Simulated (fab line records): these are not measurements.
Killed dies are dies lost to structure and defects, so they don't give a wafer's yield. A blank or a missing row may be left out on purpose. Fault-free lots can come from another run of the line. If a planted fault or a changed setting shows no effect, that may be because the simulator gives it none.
Which of the tools did it? / flow nand-harc / 12 lots (36 wafers sampled), 1 step of a 1302-step route

== WHAT THE GAUGES SHOWED, per wafer ==
NHARC_P_BONDPAD_THK_MEAS_20: measures by xrf.
lot=L075; measured=day 7 03:52; on=film-metro-02; thk-nm (nm)=161.2 160.1 160.8
lot=L077; measured=day 7 22:52; on=film-metro-01; thk-nm (nm)=162.2 163.2 159.7
lot=L079; measured=day 8 17:53; on=film-metro-02; thk-nm (nm)=161.3 160.5 162.7
lot=L081; measured=day 9 22:35; on=film-metro-02; thk-nm (nm)=161.2 164.0 159.4
lot=L083; measured=day 10 16:46; on=film-metro-01; thk-nm (nm)=161.4 162.5 161.1
lot=L085; measured=day 11 08:35; on=film-metro-01; thk-nm (nm)=158.3 161.4 159.5
lot=L088; measured=day 12 15:14; on=film-metro-01; thk-nm (nm)=161.0 163.3 161.2
lot=L089; measured=day 13 03:35; on=film-metro-02; thk-nm (nm)=162.1 161.7 161.4
lot=L091; measured=day 13 21:27; on=film-metro-02; thk-nm (nm)=161.0 161.1 162.4
lot=L093; measured=day 14 10:30; on=film-metro-02; thk-nm (nm)=159.7 160.9 162.3
lot=L095; measured=day 15 09:08; on=film-metro-01; thk-nm (nm)=162.1 162.7 162.8
lot=L097; measured=day 16 07:24; on=film-metro-01; thk-nm (nm)=161.2 161.9 162.2

== EACH LOT AND THE TOOL THAT RAN IT (in order: tool; ch and the chambers of the sampled wafers; start) ==
No process step before these readings appears in the record.

== THE ANSWER, worked out from the rows above alone ==
Rule: the usual values come from the lots themselves. The widest of any qualifying gaps counts: lots, ordered by their means at a reading, are off when they make up no more than a third of the lots, leave a main group of 4 or more, and stand apart from it by 3 or more times the standard deviation of that group's means. The tables above print the reading to a certain number of digits; a main group whose means all agree to those digits is not used. Also off: a lot with no number at a reading for which 4 or more lots have one. All remaining lots with rows at the step are treated as sound.
No lot is off at any reading shown: from this, nothing can be told.

== WHAT THE SIMULATOR PUT IN ==
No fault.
